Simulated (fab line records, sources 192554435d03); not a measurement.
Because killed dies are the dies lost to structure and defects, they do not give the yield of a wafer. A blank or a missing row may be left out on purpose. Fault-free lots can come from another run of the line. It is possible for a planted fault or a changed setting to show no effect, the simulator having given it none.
fab line records	flow n5_finfet
record lots=7	wafers=21
route steps=1938 shown BEOL_M6@1204 BEOL_M7@1308 BEOL_M8@1368 BEOL_M9@1405
start_h: hours from the record's first day to the start of the lot's first wafer shown	wait_h: hours from the lot's prior step to this one	" the same as in the row above	L1.1+2: a row that stands for several wafers	- no value present, or no start provided	* or withheld: withheld	< > ~ a bound
route shown NAME@n: names a module that has steps shown in the file, with the first one's number in the route	usual: the fault-free wafers' mean and standard deviation	same: alike in all rows	chamber/n: place in a boat	sites: the reading at each site	_std_site: the values' standard deviation	_edge_site: outer sites' mean less inner sites'	radius_mm: for every site, how far away it sits from the centre of the wafer	mask NAME#n: copy n	behind: the tool/chamber that last shaped the wafer	hold: cause of the lot's hold/its duration in hours/its outcome	device: the n, p or np transistor that did not switch	end of line: at the end of the route, the tests of the same wafers	for a step that has no rows: nothing shown but its recipe	killed: not the wafer's yield, but the dies lost to structure and defects at the first sort	map: shows each die of a wafer: x if killed, . if not, _ if none is there
set.NAME: setting as actually run; set.NAME@STEP: the setting as run at that earlier step	model.NAME: the simulator's own value behind a step, which no gauge read
lots where settings were altered on purpose, with a table for each step and a row for each wafer
## steps
# step N5_BEOL_M6_EXPOSE_08
# recipe mask_id=M6	na=1.35	source_shape=dipole	sigma_inner=0.817	sigma_outer=0.97	polarization=te	dose_mj=68.25
lot.wafer	tool	chamber	start_h	wait_h	mask	set.dose_mj
L079.1+6	arfi_scanner-03	0	205.90	-	M6#0	68.25
L079.2	"	0	"	"	M6#0	72.32
L084.1+2+5	arfi_scanner-02	0	237.99	-	M6#0	68.25
L085.3	arfi_scanner-01	0	243.98	-	M6#0	72.47
L085.4+6	"	0	"	"	M6#0	68.25
L086.1+3+6	arfi_scanner-03	0	245.97	-	M6#0	68.25
L089.1+2	arfi_scanner-02	0	262.75	-	M6#0	68.25
L089.4	"	0	"	"	M6#0	70.98
L090.1+5	arfi_scanner-02	0	277.68	-	M6#0	73
L090.4	"	0	"	"	M6#0	68.25
L094.1	arfi_scanner-01	0	306.04	-	M6#0	71.9
L094.3+6	"	0	"	"	M6#0	68.25
# step N5_BEOL_M6_PEB_09
# recipe peb_temp_c=withheld	peb_time_s=60	resist=CAR-ArF
# step N5_BEOL_M6_DEVELOP_10
# recipe develop_time_s=30	developer=TMAH	resist=CAR-ArF	rinse_liquid=diw	dry=air_spin	dev_temp_c=23
# step N5_BEOL_M6_CD_MEAS_11
# recipe target_cd_nm=38.5	landing_energy_ev=500	detector=se_inlens	polarity=opening
# usual cd_nm=38.6/0.65
lot.wafer	tool	chamber	start_h	wait_h	set.dose_mj@BEOL_M6_EXPOSE_08	cd_nm
L079.1	cd_sem-01	0	206.03	-	68.25	39.6
L079.2	"	0	"	"	72.32	42.3
L079.6	"	0	"	"	68.25	39.8
L084.1	cd_sem-02	0	238.12	-	68.25	38.5
L084.2	"	0	"	"	68.25	38.3
L084.5	"	0	"	"	68.25	37.6
L085.3	cd_sem-03	0	244.10	-	72.47	41.9
L085.4	"	0	"	"	68.25	38.9
L085.6	"	0	"	"	68.25	40.1
L086.1	cd_sem-03	0	246.09	-	68.25	39.3
L086.3	"	0	"	"	68.25	38.5
L086.6	"	0	"	"	68.25	39.1
L089.1	cd_sem-03	0	262.88	-	68.25	38.5
L089.2	"	0	"	"	68.25	37.4
L089.4	"	0	"	"	70.98	40.3
L090.1	cd_sem-02	0	277.81	-	73	42.0
L090.4	"	0	"	"	68.25	38.5
L090.5	"	0	"	"	73	42.0
L094.1	cd_sem-02	0	306.17	-	71.9	42.4
L094.3	"	0	"	"	68.25	39.2
L094.6	"	0	"	"	68.25	40.4
# step N5_BEOL_M6_HM_OPEN_17
# recipe chemistry=Cl2/BCl3	target_depth_a=200	overetch_a=60	target=TiN	mask_material=SOC	ion_energy_ev=150	pressure_mtorr=10	icp_w=1000	bias_w=126	Cl2_flow_sccm=53.25	bcl3_flow_sccm=21.75	Ar_flow_sccm=25
# step N5_BEOL_M6_STRIP_19
# recipe chemistry=O2	power_w=400	temp_c=40	pressure_mtorr=30	rf_frequency_hz=6e+07	bias_power_w=0	overash_fraction=0.2	o2_flow_sccm=225
# step N5_BEOL_M6_CD_MEAS_18
# recipe pitch_nm=80	target_cd_nm=40
# usual cd_nm=40.1/0.72
lot.wafer	tool	chamber	start_h	wait_h	set.dose_mj@BEOL_M6_EXPOSE_08	cd_nm
L079.1	cd_sem-03	-	206.63	0.0	68.25	40.2
L079.2	"	-	"	"	72.32	44.3
L079.6	"	-	"	"	68.25	42.1
L084.1	cd_sem-03	-	238.67	0.0	68.25	39.1
L084.2	"	-	"	"	68.25	40.1
L084.5	"	-	"	"	68.25	39.4
L085.3	cd_sem-01	-	244.65	0.1	72.47	42.8
L085.4	"	-	"	"	68.25	41.2
L085.6	"	-	"	"	68.25	42.0
L086.1	cd_sem-01	-	247.12	0.0	68.25	40.7
L086.3	"	-	"	"	68.25	40.6
L086.6	"	-	"	"	68.25	40.2
L089.1	cd_sem-03	-	264.07	0.0	68.25	39.6
L089.2	"	-	"	"	68.25	39.7
L089.4	"	-	"	"	70.98	42.3
L090.1	cd_sem-03	-	278.46	0.0	73	43.9
L090.4	"	-	"	"	68.25	39.9
L090.5	"	-	"	"	73	43.8
L094.1	cd_sem-01	-	306.84	0.1	71.9	43.5
L094.3	"	-	"	"	68.25	40.8
L094.6	"	-	"	"	68.25	41.1
# step N5_BEOL_M6_EXPOSE_25
# recipe mask_id=V5	na=0.33	source_shape=annular	sigma_inner=0.4	sigma_outer=0.8	polarization=unpolarized	target_cd_nm=40	dose_mj=45
lot.wafer	tool	chamber	start_h	wait_h	mask	set.dose_mj
L079.1+2	euv_scanner-01	0	206.95	-	V5#0	45
L079.6	"	0	"	"	V5#0	42.08
L084.1+2+5	euv_scanner-01	0	241.00	-	V5#0	45
L085.3	euv_scanner-01	0	244.85	-	V5#0	46.95
L085.4+6	"	0	"	"	V5#0	45
L086.1+6	euv_scanner-01	0	247.44	-	V5#0	45
L086.3	"	0	"	"	V5#0	48.2
L089.1+2	euv_scanner-01	0	264.29	-	V5#0	47.95
L089.4	"	0	"	"	V5#0	45
L090.1	euv_scanner-01	0	279.59	-	V5#0	41.66
L090.4+5	"	0	"	"	V5#0	45
L094.1+3+6	euv_scanner-01	0	307.02	-	V5#0	45
# step N5_BEOL_M6_PEB_26
# recipe peb_temp_c=100	peb_time_s=60	resist=CAR-EUV
# step N5_BEOL_M6_DEVELOP_27
# recipe develop_time_s=30	developer=TMAH	resist=CAR-EUV	rinse_liquid=surfactant_rinse	dry=air_spin	dev_temp_c=23
# step N5_BEOL_M6_CD_MEAS_28
# recipe target_cd_nm=40	landing_energy_ev=500	detector=se_inlens
# usual cd_nm=39.89/0.24
lot.wafer	tool	chamber	start_h	wait_h	set.dose_mj@BEOL_M6_EXPOSE_25	cd_nm
L079.1	cd_sem-02	0	207.08	-	45	39.93
L079.2	"	0	"	"	45	40.11
L079.6	"	0	"	"	42.08	38.43
L084.1	cd_sem-03	0	241.13	-	45	39.72
L084.2	"	0	"	"	45	39.86
L084.5	"	0	"	"	45	39.81
L085.3	cd_sem-03	0	244.98	-	46.95	40.98
L085.4	"	0	"	"	45	39.98
L085.6	"	0	"	"	45	39.82
L086.1	cd_sem-03	0	247.58	-	45	39.78
L086.3	"	0	"	"	48.2	41.38
L086.6	"	0	"	"	45	39.45
L089.1	cd_sem-01	0	264.42	-	47.95	41.21
L089.2	"	0	"	"	47.95	41.32
L089.4	"	0	"	"	45	39.83
L090.1	cd_sem-02	0	279.73	-	41.66	38.15
L090.4	"	0	"	"	45	40.17
L090.5	"	0	"	"	45	40.01
L094.1	cd_sem-01	0	307.15	-	45	39.91
L094.3	"	0	"	"	45	39.89
L094.6	"	0	"	"	45	39.58
# step N5_BEOL_M6_DESCUM_33
# recipe chemistry=O2	time_s=7	source_power_w=50	bias_power_w=20	pressure_mtorr=20	rf_frequency_hz=2.712e+07	temp_c=40	resist=CAR-EUV	o2_flow_sccm=225
lot.wafer	tool	chamber	start_h	wait_h	set.dose_mj@BEOL_M6_EXPOSE_25	model.BEOL_M6.cd_nm
L079.1	rie_diel-04	1	207.21	0.0	45	40.2
L079.2	"	0	"	"	45	39.8
L079.6	"	2	"	"	42.08	38.4
L084.1+5	rie_diel-01	2,0	241.40	0.2	45	39.6
L084.2	"	1	"	"	45	39.8
L085.3	rie_diel-01	3	245.56	0.5	46.95	40.8
L085.4	"	1	"	"	45	40
L085.6	"	3	"	"	45	39.8
L086.1	rie_diel-01	2	248.06	0.4	45	39.8
L086.3	"	3	"	"	48.2	41.4
L086.6	"	3	"	"	45	39.4
L089.1+2	rie_diel-05	3,2	264.55	0.0	47.95	41.2
L089.4	"	1	"	"	45	40
L090.1	rie_diel-04	0	279.85	0.0	41.66	38
L090.4	"	1	"	"	45	40
L090.5	"	2	"	"	45	40.2
L094.1+6	rie_diel-05	3	307.34	0.1	45	39.8
L094.3	"	0	"	"	45	40
# step N5_BEOL_M6_ETCH_72
# recipe chemistry=N2/H2	target=underlayer	target_depth_a=65	mask_material=CAR-EUV	time_s=5.2	ion_energy_ev=200	pressure_mtorr=30	source_w=840	bias_w=150	n2_flow_sccm=200	h2_flow_sccm=200	ends=cleared
lot.wafer	tool	chamber	start_h	wait_h	set.dose_mj@BEOL_M6_EXPOSE_25	model.BEOL_M6.cd_nm
L079.1	rie_diel-04	1	207.24	0.0	45	40.4
L079.2	"	0	"	"	45	39.8
L079.6	"	2	"	"	42.08	38.4
L084.1+5	rie_diel-01	2,0	241.43	0.0	45	39.6
L084.2	"	1	"	"	45	39.8
L085.3	rie_diel-01	3	245.59	0.0	46.95	40.6
L085.4	"	1	"	"	45	40.2
L085.6	"	3	"	"	45	39.8
L086.1	rie_diel-01	2	248.10	0.0	45	40
L086.3	"	3	"	"	48.2	41.2
L086.6	"	3	"	"	45	39.4
L089.1+2	rie_diel-05	3,2	264.58	0.0	47.95	41.2
L089.4	"	1	"	"	45	40
L090.1	rie_diel-04	0	279.88	0.0	41.66	38
L090.4+5	"	1,2	"	"	45	40.2
L094.1	rie_diel-05	3	307.38	0.0	45	39.8
L094.3+6	"	0,3	"	"	45	40
# step N5_BEOL_M6_ETCH_66
# recipe chemistry=N2/H2	target=SOC	target_depth_a=800	overetch_a=160	mask_material=SiARC	temp_c=40	time_s=120	ion_energy_ev=200	pressure_mtorr=30	source_w=840	bias_w=150	n2_flow_sccm=200	h2_flow_sccm=200
# usual rf_vpp_V=523.3/1.8
lot.wafer	tool	chamber	start_h	wait_h	set.bias_w	rf_vpp_V
L079.1	rie_diel-04	1	207.29	0.0	150	524.2
L079.2	"	0	"	"	150	521.6
L079.6	"	2	"	"	150	522.3
L084.1	rie_diel-01	2	241.47	0.0	150	526.5
L084.2	"	1	"	"	150	522.9
L084.5	"	0	"	"	150	525.0
L085.3	rie_diel-01	3	245.64	0.0	132.9	486.1
L085.4	"	1	"	"	150	523.4
L085.6	"	3	"	"	132.9	485.4
L086.1	rie_diel-01	2	248.14	0.0	172.4	576.2
L086.3	"	3	"	"	150	525.1
L086.6	"	3	"	"	150	523.6
L089.1	rie_diel-05	3	264.63	0.0	128	472.4
L089.2	"	2	"	"	150	522.8
L089.4	"	1	"	"	128	472.8
L090.1	rie_diel-04	0	279.93	0.0	150	521.1
L090.4	"	1	"	"	150	524.4
L090.5	"	2	"	"	150	521.8
L094.1	rie_diel-05	3	307.42	0.0	150	522.2
L094.3	"	0	"	"	150	521.7
L094.6	"	3	"	"	150	521.8
# step N5_BEOL_M6_STRIP_69
# recipe chemistry=N2/H2	temp_c=40	n2_flow_sccm=200	h2_flow_sccm=200	rf_frequency_hz=6e+07
# step N5_BEOL_M6_STRIP_73
# recipe chemistry=N2/H2	temp_c=40	n2_flow_sccm=200	h2_flow_sccm=200	rf_frequency_hz=6e+07
# step N5_BEOL_M6_PRECLEAN_42
# recipe chemistry=residue_remover	time_s=60	temp_c=40
# step N5_BEOL_M6_SRD_43
# recipe time_s=30	temp_c=23	rinse_liquid=diw	dry=ipa_marangoni
# step N5_BEOL_M6_CD_MEAS_35
# recipe target_cd_nm=40	target_cd_y_nm=28	polarity=opening
# usual cd_nm=40.1/0.72
lot.wafer	tool	chamber	start_h	wait_h	set.dose_mj@BEOL_M6_EXPOSE_08	cd_nm
L079.1	cd_sem-02	-	207.79	0.0	68.25	40.3
L079.2	"	-	"	"	72.32	44.3
L079.6	"	-	"	"	68.25	42.1
L084.1	cd_sem-02	-	241.99	0.0	68.25	39.8
L084.2	"	-	"	"	68.25	39.8
L084.5	"	-	"	"	68.25	39.3
L085.3	cd_sem-03	-	246.15	0.0	72.47	43.0
L085.4	"	-	"	"	68.25	40.8
L085.6	"	-	"	"	68.25	41.7
L086.1	cd_sem-01	-	248.64	0.0	68.25	40.6
L086.3	"	-	"	"	68.25	40.5
L086.6	"	-	"	"	68.25	40.0
L089.1	cd_sem-01	-	265.13	0.0	68.25	39.6
L089.2	"	-	"	"	68.25	39.3
L089.4	"	-	"	"	70.98	42.1
L090.1	cd_sem-03	-	280.43	0.0	73	43.9
L090.4	"	-	"	"	68.25	39.8
L090.5	"	-	"	"	73	43.9
L094.1	cd_sem-01	-	307.92	0.0	71.9	43.4
L094.3	"	-	"	"	68.25	40.7
L094.6	"	-	"	"	68.25	40.8
# step N5_BEOL_M7_TRENCH_ETCH_37
# recipe chemistry=C4F6/O2	target_depth_a=934.78	target=SiCOH_lowk	time_s=31.2	ion_energy_ev=250	pressure_mtorr=30	source_w=345	bias_w=185	Ar_flow_sccm=300	C4F6_flow_sccm=10	O2_flow_sccm=10
# usual rf_vpp_V=655/14
lot.wafer	tool	chamber	start_h	wait_h	set.source_w	rf_vpp_V
L079.1	rie_diel-02	0	-	-	345	668
L079.2	"	3	"	"	302.4	729
L079.6	"	1	"	"	345	637
L084.1	rie_diel-02	3	-	-	345	678
L084.2	"	2	"	"	345	643
L084.5	"	3	"	"	345	680
L085.3	rie_diel-03	2	-	-	345	664
L085.4	"	3	"	"	345	637
L085.6	"	1	"	"	345	647
L086.1	rie_diel-03	2	-	-	405.7	611
L086.3	"	3	"	"	405.7	585
L086.6	"	2	"	"	345	661
L089.1	rie_diel-06	3	-	-	345	654
L089.2	"	1	"	"	345	647
L089.4	"	1	"	"	345	648
L090.1	rie_diel-06	1	-	-	345	648
L090.4	"	1	"	"	345	649
L090.5	"	2	"	"	345	649
L094.1	rie_diel-02	1	-	-	373.7	612
L094.3	"	3	"	"	345	678
L094.6	"	1	"	"	373.7	611
# step N5_BEOL_M8_DESCUM_33
# recipe chemistry=O2	time_s=7	source_power_w=50	bias_power_w=20	pressure_mtorr=20	rf_frequency_hz=2.712e+07	temp_c=40	resist=CAR-EUV	o2_flow_sccm=225
lot.wafer	tool	chamber	start_h	wait_h	set.time_s	model.CAR-EUV_of_BEOL_M8_COAT_22.thk_nm
L079.1+2	rie_diel-04	3,2	227.36	0.0	8.471	25.4
L079.6	"	0	"	"	7	26.2
L084.1+5	rie_diel-04	3,2	255.65	0.0	7	26.2
L084.2	"	1	"	"	7	26
L086.1	rie_diel-04	3	262.00	0.2	8.436	25.6
L086.3+6	"	2,0	"	"	7	26.2
L085.3+4+6	rie_diel-05	2,0,0	262.42	0.5	8.16	25.6
L089.1+2	rie_diel-01	2,0	278.47	0.3	7	26
L089.4	"	3	"	"	7	26.2
L090.1	rie_diel-05	1	296.79	0.0	8.207	25.6
L090.4	"	0	"	"	8.207	25.4
L090.5	"	2	"	"	7	26
L094.1	rie_diel-01	3	326.12	0.3	5.553	27
L094.3	"	0	"	"	5.553	26.8
L094.6	"	0	"	"	7	26
# step N5_BEOL_M8_ETCH_72
# recipe chemistry=N2/H2	target=underlayer	target_depth_a=65	mask_material=CAR-EUV	time_s=5.2	ion_energy_ev=200	pressure_mtorr=30	source_w=840	bias_w=150	n2_flow_sccm=200	h2_flow_sccm=200	ends=cleared
lot.wafer	tool	chamber	start_h	wait_h	set.h2_flow_sccm
L079.1+2+6	rie_diel-04	3,2,0	227.40	0.0	200
L084.1+2+5	rie_diel-04	3,1,2	255.68	0.0	200
L086.1+6	rie_diel-04	3,0	262.03	0.0	214.1
L086.3	"	2	"	"	200
L085.3+4	rie_diel-05	2,0	262.45	0.0	200
L085.6	"	0	"	"	192.2
L089.1+2+4	rie_diel-01	2,0,3	278.50	0.0	200
L090.1+5	rie_diel-05	1,2	296.83	0.0	211.2
L090.4	"	0	"	"	200
L094.1+6	rie_diel-01	3,0	326.15	0.0	188.3
L094.3	"	0	"	"	200
# step N5_BEOL_M8_ETCH_65
# recipe chemistry=CF4	target=SiARC	target_depth_a=156	mask_material=CAR-EUV	time_s=26	ion_energy_ev=80	pressure_mtorr=40	source_w=545	bias_w=36	Ar_flow_sccm=100	cf4_flow_sccm=100	ends=cleared
lot.wafer	tool	chamber	start_h	wait_h	set.time_s@BEOL_M8_DESCUM_33	model.CAR-EUV_of_BEOL_M8_COAT_22.thk_nm
L079.1+2	rie_diel-04	3,2	227.41	0.0	8.471	10.4
L079.6	"	0	"	"	7	11
L084.1+5	rie_diel-04	3,2	255.70	0.0	7	11.2
L084.2	"	1	"	"	7	11
L086.1	rie_diel-04	3	262.05	0.0	8.436	10.8
L086.3	"	2	"	"	7	11.2
L086.6	"	0	"	"	7	11.4
L085.3	rie_diel-05	2	262.47	0.0	8.16	10.8
L085.4+6	"	0	"	"	8.16	10.6
L089.1	rie_diel-01	2	278.52	0.0	7	11
L089.2	"	0	"	"	7	11.2
L089.4	"	3	"	"	7	11.4
L090.1	rie_diel-05	1	296.85	0.0	8.207	10.6
L090.4	"	0	"	"	8.207	10.4
L090.5	"	2	"	"	7	11.2
L094.1	rie_diel-01	3	326.17	0.0	5.553	12
L094.3	"	0	"	"	5.553	11.8
L094.6	"	0	"	"	7	11
# step N5_BEOL_M9_HM_DEP_02
# recipe material=TiN	target_thk_a=200	temp_c=25	chamber_pressure_pa=0.49996
lot.wafer	tool	chamber	start_h	wait_h	set.target_thk_a	model.TiN_of_BEOL_M9_HM_DEP_02.thk_nm
L079.1+2	pvd_sputter-03	-	233.93	1.1	200	20.4
L079.6	"	-	"	"	181.7	18.6
L084.1+2+5	pvd_sputter-02	-	259.62	0.4	200	19.6
L086.1	pvd_sputter-02	-	265.84	0.4	219.3	21.8
L086.3	"	-	"	"	219.3	21.6
L086.6	"	-	"	"	219.3	22.2
L085.3	pvd_sputter-02	-	266.60	0.1	210.6	20.6
L085.4	"	-	"	"	200	20
L085.6	"	-	"	"	210.6	20.8
L089.1	pvd_sputter-01	-	282.88	0.1	200	20
L089.2+4	"	-	"	"	200	20.4
L090.1	pvd_sputter-01	-	301.66	0.5	200	20.2
L090.4	"	-	"	"	212.7	21.4
L090.5	"	-	"	"	200	20
L094.1+3	pvd_sputter-01	-	331.99	0.6	200	20
L094.6	"	-	"	"	200	19.8
## key
split step=N5_BEOL_M6_EXPOSE_08	setting=dose_mj	stated=68.25	by=wafer
response step=N5_BEOL_M6_CD_MEAS_11	reading=cd_nm	change=+0.468	per=1%	r=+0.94
response step=N5_BEOL_M6_CD_MEAS_18	reading=cd_nm	change=+0.466	per=1%	r=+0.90
response step=N5_BEOL_M6_CD_MEAS_35	reading=cd_nm	change=+0.49	per=1%	r=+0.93
split step=N5_BEOL_M6_EXPOSE_25	setting=dose_mj	stated=45	by=wafer
response step=N5_BEOL_M6_CD_MEAS_28	reading=cd_nm	change=+0.245	per=1%	r=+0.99
response step=N5_BEOL_M6_DESCUM_33	reading=model.BEOL_M6.cd_nm	change=+0.241	per=1%	r=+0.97
response step=N5_BEOL_M6_ETCH_72	reading=model.BEOL_M6.cd_nm	change=+0.231	per=1%	r=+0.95
split step=N5_BEOL_M6_ETCH_66	setting=bias_w	stated=150	by=wafer
response step=N5_BEOL_M6_ETCH_66	reading=rf_vpp_V	change=+3.41	per=1%	r=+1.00
split step=N5_BEOL_M7_TRENCH_ETCH_37	setting=source_w	stated=345	by=wafer
response step=N5_BEOL_M7_TRENCH_ETCH_37	reading=rf_vpp_V	change=-4.93	per=1%	r=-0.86
split step=N5_BEOL_M8_DESCUM_33	setting=time_s	stated=7	by=wafer
response step=N5_BEOL_M8_DESCUM_33	reading=model.CAR-EUV_of_BEOL_M8_COAT_22.thk_nm	change=-0.0355	per=1%	r=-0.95
response step=N5_BEOL_M8_ETCH_65	reading=model.CAR-EUV_of_BEOL_M8_COAT_22.thk_nm	change=-0.0337	per=1%	r=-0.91
split step=N5_BEOL_M8_ETCH_72	setting=h2_flow_sccm	stated=200	by=wafer
response none clear
split step=N5_BEOL_M9_HM_DEP_02	setting=target_thk_a	stated=200	by=wafer
response step=N5_BEOL_M9_HM_DEP_02	reading=model.TiN_of_BEOL_M9_HM_DEP_02.thk_nm	change=+0.187	per=1%	r=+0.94
